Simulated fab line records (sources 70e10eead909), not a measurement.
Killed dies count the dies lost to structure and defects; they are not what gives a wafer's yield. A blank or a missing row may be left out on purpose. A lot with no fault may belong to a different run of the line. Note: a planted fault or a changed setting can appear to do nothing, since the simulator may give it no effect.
fab line records    flow nand_harc
record: lots: 14  wafers: 42  last_day: 34
route steps=1302 shown A_CONTACT@1066 A_M1@1201 HYBRID_BOND@1242 THIN_TSV@1280 END@1302
lots that met no fault: taken from a fault-free run of the same line
start_h: hours from the record's opening day to when the first of the lot's shown wafers began    wait_h: time in hours since the lot's previous step    " repeats the value in the row above    L1.1+2: a row that stands for several wafers    - no value present, or no start provided    * or withheld: withheld    < > ~ a bound
route shown NAME@n: names a module that has steps shown in the file, with the first one's number in the route    usual: the fault-free wafers' mean and standard deviation    same: alike in all rows    chamber/n: place in a boat    sites: the reading at each site    _std_site: how widely they spread, as a standard deviation    _edge_site: inner sites' mean taken away from outer sites' mean    radius_mm: for every site, how far away it sits from the centre of the wafer    mask NAME#n: copy n    behind: the last tool/chamber to shape the wafer    hold: cause of the lot's hold/its duration in hours/its outcome    device: transistor that didn't switch, given as n, p or np    end of line: tests run on the same wafers once the route is complete    where a step has no rows: the recipe by itself    killed: not the wafer's yield, but the dies lost to structure and defects at the first sort    map: per-die view of a wafer (x killed, . not killed, _ where there is no die)
set.NAME: the run value of the setting; set.NAME@STEP: its run value at that earlier step    model.NAME: the simulator's own value behind a step, which no gauge read
the route's steps for a sample of lots (tables are steps, rows are wafers)
services: the hour from which a tool's chamber was out of use, counted from the record's first day as start_h (under 0 if before that day), plus the number of hours and why
== steps ==
step: NHARC_A_CONTACT_DEP_84
recipe: target_thk_a: 28000  temp_c: 400  material: aC
usual: throttle_valve_pct: 35.000/0.0092
lot.wafer  tool        chamber  start_h  wait_h  throttle_valve_pct
L624.3     acl_dep-02  0        505.64   -       34.990
L624.5     "           0        "        "       35.000
L624.6     "           0        "        "       34.995
L625.2     acl_dep-01  0        521.06   -       34.998
L625.4     "           0        "        "       35.006
L625.5     "           0        "        "       35.002
L630.2     acl_dep-01  0        552.40   -       34.986
L630.3     "           0        "        "       35.000
L630.4     "           0        "        "       35.001
L629.1     acl_dep-02  0        554.82   -       35.010
L629.3     "           0        "        "       35.000
L629.4     "           0        "        "       34.989
L631.3     acl_dep-03  0        587.55   -       35.018
L631.5     "           0        "        "       35.011
L631.6     "           0        "        "       34.990
L633.3     acl_dep-01  0        608.58   -       35.001
L633.4     "           0        "        "       34.997
L633.6     "           0        "        "       34.979
L634.1     acl_dep-01  0        619.42   -       34.994
L634.2     "           0        "        "       35.002
L634.6     "           0        620.87   -       35.003
L637.1     acl_dep-02  0        632.71   -       35.011
L637.5     "           0        633.87   -       34.991
L637.6     "           0        "        "       35.011
L639.1     acl_dep-03  0        651.62   -       35.007
L639.3     "           0        "        "       34.993
L639.6     "           0        "        "       34.989
L638.1     acl_dep-01  0        651.69   -       34.992
L638.5     "           0        652.85   -       35.013
L638.6     "           0        "        "       35.005
L640.2     acl_dep-01  0        669.16   -       34.998
L640.5     "           0        "        "       34.998
L640.6     "           0        "        "       34.990
L644.2     acl_dep-03  0        705.75   -       34.990
L644.3     "           0        "        "       34.996
L644.5     "           0        "        "       34.995
L645.3     acl_dep-03  0        718.14   -       35.001
L645.4     "           0        "        "       34.983
L645.6     "           0        "        "       35.004
L647.1     acl_dep-01  0        767.21   -       34.995
L647.4     "           0        "        "       35.010
L647.5     "           0        "        "       34.995
step: NHARC_A_M1_DEP_33
recipe: target_thk_a: 300  temp_c: 370  target_thk_nm: 30  pressure_torr: 3  flow_sccm: 200  rf_w: 450  material: SiCN
usual: heater_power_w: 622/80
lot.wafer  tool      chamber  start_h  wait_h  heater_power_w
L624.3     pecvd-04  0        524.98   0.1     662
L624.6     "         1        "        "       706
L624.5     "         0        "        "       656
L625.2     pecvd-02  2        540.71   0.1     602
L625.5     "         1        "        "       560
L625.4     "         0        "        "       764
L630.2     pecvd-02  2        571.80   0.1     536
L630.3     "         1        "        "       554
L630.4     "         2        "        "       549
L629.3     pecvd-01  1        575.09   0.1     523
L629.1     "         0        "        "       698
L629.4     "         1        "        "       506
L631.3     pecvd-02  1        608.65   0.1     572
L631.6     "         2        "        "       476
L631.5     "         0        "        "       727
L633.3     pecvd-04  0        630.25   0.2     552
L633.4     "         2        "        "       633
L633.6     "         0        "        "       591
L634.1     pecvd-02  1        639.46   0.1     628
L634.2     "         2        "        "       566
L634.6     "         0        "        "       717
L637.1     pecvd-02  1        655.82   0.1     512
L637.6     "         2        "        "       550
L637.5     "         1        "        "       527
L639.3     pecvd-02  1        671.40   0.1     613
L639.1     "         2        "        "       577
L639.6     "         0        "        "       618
L638.1     pecvd-04  1        672.18   0.1     655
L638.6     "         1        "        "       649
L638.5     "         2        "        "       730
L640.2     pecvd-04  2        688.83   0.1     631
L640.5     "         0        "        "       552
L640.6     "         1        "        "       616
L644.3     pecvd-04  0        726.39   0.1     659
L644.2     "         1        "        "       689
L644.5     "         1        "        "       686
L645.3     pecvd-01  1        738.13   0.1     532
L645.6     "         1        "        "       512
L645.4     "         2        "        "       524
L647.1     pecvd-04  2        789.06   0.1     718
L647.5     "         2        "        "       714
L647.4     "         0        "        "       631
step: NHARC_HYBRID_BOND_OVL_MEAS_05
usual: overlay_x_nm: 5/35  overlay_y_nm: 0/36
lot.wafer  tool        chamber  start_h  wait_h  overlay_x_nm  overlay_y_nm
L624.3     overlay-02  -        541.86   0.4     12            -29
L624.5     "           -        "        "       -44           43
L624.6     "           -        "        "       133           29
L625.2     overlay-02  -        553.02   0.4     7             -48
L625.4     "           -        "        "       22            12
L625.5     "           -        "        "       -42           -22
L630.2     overlay-01  -        585.61   0.4     10            18
L630.3     "           -        "        "       13            4
L630.4     "           -        "        "       33            -18
L629.1     overlay-02  -        590.03   0.4     -7            -73
L629.3     "           -        "        "       15            26
L629.4     "           -        "        "       22            2
L631.3     overlay-01  -        622.95   0.4     1             -36
L631.5     "           -        "        "       -34           -95
L631.6     "           -        "        "       6             -76
L633.3     overlay-02  -        644.34   0.4     1             -43
L633.4     "           -        "        "       30            -13
L633.6     "           -        "        "       39            -40
L634.1     overlay-02  -        653.50   0.4     96            -18
L634.2     "           -        "        "       4             -8
L634.6     "           -        "        "       15            -48
L637.1     overlay-01  -        666.46   0.4     -24           8
L637.5     "           -        "        "       -60           -18
L637.6     "           -        "        "       47            39
L639.1     overlay-01  -        685.12   0.4     -22           31
L639.3     "           -        "        "       39            -18
L639.6     "           -        "        "       5             -24
L638.1     overlay-02  -        685.12   0.4     -54           76
L638.5     "           -        "        "       27            24
L638.6     "           -        "        "       8             39
L640.2     overlay-01  -        703.59   0.4     -15           -8
L640.5     "           -        "        "       66            50
L640.6     "           -        "        "       58            42
L644.2     overlay-02  -        739.41   0.4     -1            -16
L644.3     "           -        "        "       -70           -8
L644.5     "           -        "        "       -53           -57
L645.3     overlay-02  -        753.03   0.4     38            54
L645.4     "           -        "        "       74            14
L645.6     "           -        "        "       3             21
L647.1     overlay-01  -        802.05   0.4     28            -4
L647.4     "           -        "        "       8             37
L647.5     "           -        "        "       -11           -25
step: NHARC_THIN_TSV_PRE_CLEAN_54
recipe: time_s: 30  temp_c: 280  gas: H2/He
usual: heater_power_w: 412/38
lot.wafer  tool            chamber  start_h  wait_h  heater_power_w
L624.3     pvd_sputter-01  -        549.45   0.1     397
L624.6     "               -        "        "       386
L624.5     "               -        "        "       367
L625.4     pvd_sputter-01  -        562.00   0.0     418
L625.2     "               -        "        "       378
L625.5     "               -        "        "       412
L630.2     pvd_sputter-02  -        593.17   0.0     491
L630.4     "               -        "        "       398
L630.3     "               -        "        "       419
L629.3     pvd_sputter-03  -        597.61   0.1     458
L629.4     "               -        "        "       401
L629.1     "               -        "        "       454
L631.3     pvd_sputter-01  -        631.74   0.1     377
L631.5     "               -        "        "       357
L631.6     "               -        "        "       428
L633.3     pvd_sputter-02  -        652.08   0.0     406
L633.4     "               -        "        "       414
L633.6     "               -        "        "       415
L634.1     pvd_sputter-02  -        664.98   0.1     413
L634.2     "               -        "        "       406
L634.6     "               -        "        "       421
L637.1     pvd_sputter-01  -        675.29   0.1     339
L637.5     "               -        "        "       401
L637.6     "               -        "        "       366
L639.1     pvd_sputter-03  -        697.59   0.1     452
L639.3     "               -        "        "       402
L639.6     "               -        "        "       445
L638.1     pvd_sputter-02  -        698.95   0.1     413
L638.6     "               -        "        "       494
L638.5     "               -        "        "       415
L640.2     pvd_sputter-02  -        711.50   0.0     408
L640.5     "               -        "        "       402
L640.6     "               -        "        "       422
L644.2     pvd_sputter-02  -        751.60   0.1     411
L644.3     "               -        "        "       494
L644.5     "               -        "        "       415
L645.4     pvd_sputter-03  -        761.76   0.1     447
L645.3     "               -        "        "       359
L645.6     "               -        "        "       403
L647.1     pvd_sputter-03  -        810.93   0.1     441
L647.4     "               -        "        "       459
L647.5     "               -        "        "       407
step: NHARC_END_SORT_01
recipe: temp_c: 25
usual: killed_at_array: 56/17  killed_at_other: 1.2/1.4  killed_at_periphery: 4/3.2  killed_dies: 61/16  killed_open: 3.6/2.1  killed_short: 2.7/1.8
same: gross_dies: 677
lot.wafer  tool       chamber  start_h  wait_h  killed_at_array  killed_at_other  killed_at_periphery  killed_dies  killed_open  killed_short
L638.1     prober-01  0        706.52   2.5     312              0                3                    315          2            1
L638.5     prober-01  0        709.72   3.7     216              4                6                    226          6            4
L638.6     prober-01  0        710.52   4.0     289              3                2                    294          5            2
L640.2     prober-02  0        722.42   2.8     285              5                1                    291          0            0
L640.5     prober-02  0        724.80   3.7     325              3                4                    332          2            2
L640.6     prober-02  0        725.59   4.0     309              2                2                    313          4            2
killed by level:class
L638.1 A_CONTACT:area_dep=265 A_CHANNEL_HOLE_D1:chamber_film_flake=21 A_CHANNEL_HOLE_D2:chamber_film_flake=15 A_CONTACT:chamber_film_flake=5 A_STAIRCASE:chamber_film_flake=3 P_M0:geometric_particle:open=2 P_M2:chamber_film_flake=1 A_BLC:geometric_particle:short=1
L638.5 A_CONTACT:area_dep=156 A_CHANNEL_HOLE_D2:chamber_film_flake=25 A_CHANNEL_HOLE_D1:chamber_film_flake=21 THIN_TSV:chamber_film_flake=4 A_CONTACT:chamber_film_flake=3 P_GATE:chamber_film_flake=3 A_M0:geometric_particle:open=2 A_WL_FILL:chamber_film_flake=2
L638.6 A_CONTACT:area_dep=213 A_CHANNEL_HOLE_D1:chamber_film_flake=37 A_CHANNEL_HOLE_D2:chamber_film_flake=18 A_CONTACT:chamber_film_flake=9 A_SLIT:chamber_film_flake=4 A_BLC:geometric_particle:open=2 THIN_TSV:chamber_film_flake=2 A_CHANNEL_HOLE_D1:geometric_particle:short=1
L640.2 A_CONTACT:area_dep=216 A_CHANNEL_HOLE_D1:chamber_film_flake=34 A_SLIT:chamber_film_flake=31 THIN_TSV:chamber_film_flake=5 A_STAIRCASE:chamber_film_flake=2 P_M0:chamber_film_flake=1 A_ZERO_WELL:chamber_film_flake=1 A_CONTACT:chamber_film_flake=1
L640.5 A_CONTACT:area_dep=259 A_SLIT:chamber_film_flake=31 A_CHANNEL_HOLE_D1:chamber_film_flake=23 A_STAIRCASE:chamber_film_flake=6 P_M0:chamber_film_flake=3 THIN_TSV:chamber_film_flake=3 A_CHANNEL_FILL_D2:geometric_particle:short=2 A_ONON_D1:geometric_particle:open=1
L640.6 A_CONTACT:area_dep=228 A_CHANNEL_HOLE_D1:chamber_film_flake=36 A_SLIT:chamber_film_flake=36 A_STAIRCASE:chamber_film_flake=3 A_CHANNEL_HOLE_D2:geometric_particle:open=2 P_CONTACT:geometric_particle:open=1 A_ONON_D2:geometric_particle:open=1 A_CHANNEL_HOLE_D2:geometric_particle:short=1
== services ==
tool            chamber  start_h  hours  kind
acl_dep-03      -        482.08   13.0   pm
pvd_sputter-01  -        504.72   1.1    repair
pecvd-04        -        515.48   1.3    repair
pvd_sputter-03  -        526.00   10.0   pm
acl_dep-01      -        553.84   13.0   pm
pvd_sputter-01  -        563.59   2.2    repair
pvd_sputter-01  -        571.11   7.1    repair
pvd_sputter-02  -        581.01   4.6    repair
pvd_sputter-01  -        582.01   10.0   pm
pecvd-02        -        591.66   13.0   pm
pvd_sputter-01  -        596.88   1.0    repair
pecvd-04        1        623.38   7.6    repair
acl_dep-03      -        630.30   9.1    repair
pecvd-04        -        631.59   13.0   pm
pvd_sputter-02  -        638.05   10.0   pm
pvd_sputter-03  -        649.28   11.3   repair
acl_dep-03      -        665.09   13.0   pm
pvd_sputter-03  -        698.80   2.1    repair
pvd_sputter-03  -        704.00   10.0   pm
acl_dep-01      -        735.65   13.0   pm
pecvd-02        -        748.07   1.1    repair
pecvd-02        -        772.66   13.0   pm
pecvd-04        -        782.32   0.2    repair
pecvd-04        2        809.73   5.3    repair
== key ==
first_sign: step: NHARC_END_SORT_01  reading: killed_dies  direction: up  sigmas: 14  usual: 61  struck: 295
effect: step: NHARC_END_SORT_01  reading: killed_at_array  direction: up  sigmas: 14  usual: 56  struck: 289
more_kills_born_at: NHARC_A_CONTACT_DEP_84@acl_dep-01: 1337
met_at NHARC_A_CONTACT_DEP_84
struck_lots L638,L640
struck_wafers L638.1,L638.5,L638.6,L640.2,L640.5,L640.6
tester_left_out L638,L640
not_acting_at NHARC_A_M1_DEP_33,NHARC_HYBRID_BOND_OVL_MEAS_05,NHARC_THIN_TSV_PRE_CLEAN_54
onset_between 619.42 651.69
fault: kind: process_parameter_drift  tool: acl_dep-01  chamber: 0  onset_h: 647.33  steps: NHARC_A_CONTACT_DEP_84  channel: target_thk_a  offset: *  shape: step  end_h: 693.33  acts_in: *  stated: *
tester_left_out: of these lots the tester's yield and bins aren't shown, on N5 and GAA mostly nor the transistor test; their killed dies are dies lost to structure and defects alone, not to doping, threshold or leakage, so they don't give the yield
